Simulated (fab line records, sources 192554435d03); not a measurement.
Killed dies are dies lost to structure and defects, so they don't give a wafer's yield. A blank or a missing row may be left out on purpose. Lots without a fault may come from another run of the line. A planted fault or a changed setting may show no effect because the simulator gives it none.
Which tool did it? | flow n5_finfet | 11 lots, 32 wafers sampled, at 2 steps of a route of 1938

WHAT THE GAUGES READ, wafer by wafer
N5_BEOL_M15_OVL_MEAS_29. Usual: M15_OVL 3 nm, standard deviation 5.7.
lot  | measured     | on         | M15_OVL (nm) | flag
L532 | day 12 15:19 | overlay-01 | 2 10 8       |
L535 | day 13 14:31 | overlay-01 | 5 9          |
L539 | day 14 14:49 | overlay-02 | 0 2 -1       |
L541 | day 15 07:01 | overlay-02 | -2 -10 -5    |
L546 | day 16 09:28 | overlay-01 | 4 6 2        |
L547 | day 17 00:07 | overlay-01 | 11 6 14      |
L545 | day 17 00:30 | overlay-01 | 8 1 6        |
L551 | day 17 10:11 | overlay-02 | 6 2 6        |
L552 | day 18 06:25 | overlay-02 | -4 0 -9      |
L553 | day 18 07:28 | overlay-02 | 4 -2 -1      |
L555 | day 19 12:54 | overlay-02 | 7 6 4        |

WHICH TOOL RAN EACH LOT (tool, then ch and the chambers of the sampled wafers, then the start)
lot  | N5_BEOL_M15_STRIP_64
L532 | rie_diel-05 ch 2,3, day 12 15:19 or earlier
L535 | rie_diel-02 ch 2,3, day 13 14:31 or earlier
L539 | rie_diel-05 ch 1,2, day 14 14:49 or earlier
L541 | rie_diel-06 ch 0,1,3, day 15 07:01 or earlier
L546 | rie_diel-05 ch 0,2,3, day 16 09:28 or earlier
L547 | rie_diel-06 ch 0,1,2, day 17 00:07 or earlier
L545 | rie_diel-06 ch 2,3, day 17 00:30 or earlier
L551 | rie_diel-02 ch 0,3, day 17 10:11 or earlier
L552 | rie_diel-02 ch 0,2,3, day 18 06:25 or earlier
L553 | rie_diel-02 ch 2,3, day 18 07:28 or earlier
L555 | rie_diel-02 ch 2,3, day 19 12:54 or earlier
- N5_BEOL_M15_STRIP_64: strips in O2.

WHAT THE TOOLS THEMSELVES READ (means of the sampled wafers that have a number; where no wafer has one, the mark that the record gives instead)
N5_BEOL_M15_STRIP_64. Usual: drypump_motor_current_A 5.6 A, standard deviation 0.39; oes_product_au 0.78 a.u., standard deviation 0.081; rf_vpp_V 3.7 V, standard deviation 0.49; showerhead_plenum_p_Torr 2.08 Torr, standard deviation 0.055; throttle_valve_pct 16.66 %, standard deviation 0.23.
lot  | tool        | drypump_motor_current_A (A) | oes_product_au (a.u.) | rf_vpp_V (V) | showerhead_plenum_p_Torr (Torr) | throttle_valve_pct (%) | flag
L532 | rie_diel-05 | 5.8                         | 0.86                  | 3.2          | 2.11                            | 16.46                  |
L535 | rie_diel-02 | 5.8                         | 0.79                  | 3.5          | 2.06                            | 16.59                  |
L539 | rie_diel-05 | 6.0                         | 0.76                  | 3.7          | 2.13                            | 16.52                  |
L541 | rie_diel-06 | 5.8                         | 0.79                  | 3.5          | 2.08                            | 16.76                  |
L546 | rie_diel-05 | 5.5                         | 0.82                  | 3.8          | 2.06                            | 16.51                  |
L547 | rie_diel-06 | 5.8                         | 0.78                  | 4.0          | 2.07                            | 16.72                  |
L545 | rie_diel-06 | 5.6                         | 0.69                  | 3.7          | 2.16                            | 16.91                  |
L551 | rie_diel-02 | 5.4                         | 0.77                  | 4.2          | 2.06                            | 16.65                  |
L552 | rie_diel-02 | 5.6                         | 0.72                  | 3.6          | 2.08                            | 16.79                  |
L553 | rie_diel-02 | 5.7                         | 0.78                  | 3.9          | 2.04                            | 16.57                  |
L555 | rie_diel-02 | 5.8                         | 0.76                  | 4.1          | 2.04                            | 16.62                  |

THE ANSWER, worked out from the rows above alone
Rule: a lot is off if the mean of its wafers that have a number lies more than 3 standard deviations from the usual mean. A lot without any number at a reading at which 4 lots or more have one is off too. The other lots that the step has rows for count as sound. The gauges are gone through in route order, then the tools' own readings, and for those a lot's mean is taken as printed above. The first step at which some lot is off is used, and at that step the reading that is off furthest; a lot without a number counts as furthest.
No lot is off at any reading shown: from this, nothing can be told.

WHAT THE SIMULATOR HAD PUT IN
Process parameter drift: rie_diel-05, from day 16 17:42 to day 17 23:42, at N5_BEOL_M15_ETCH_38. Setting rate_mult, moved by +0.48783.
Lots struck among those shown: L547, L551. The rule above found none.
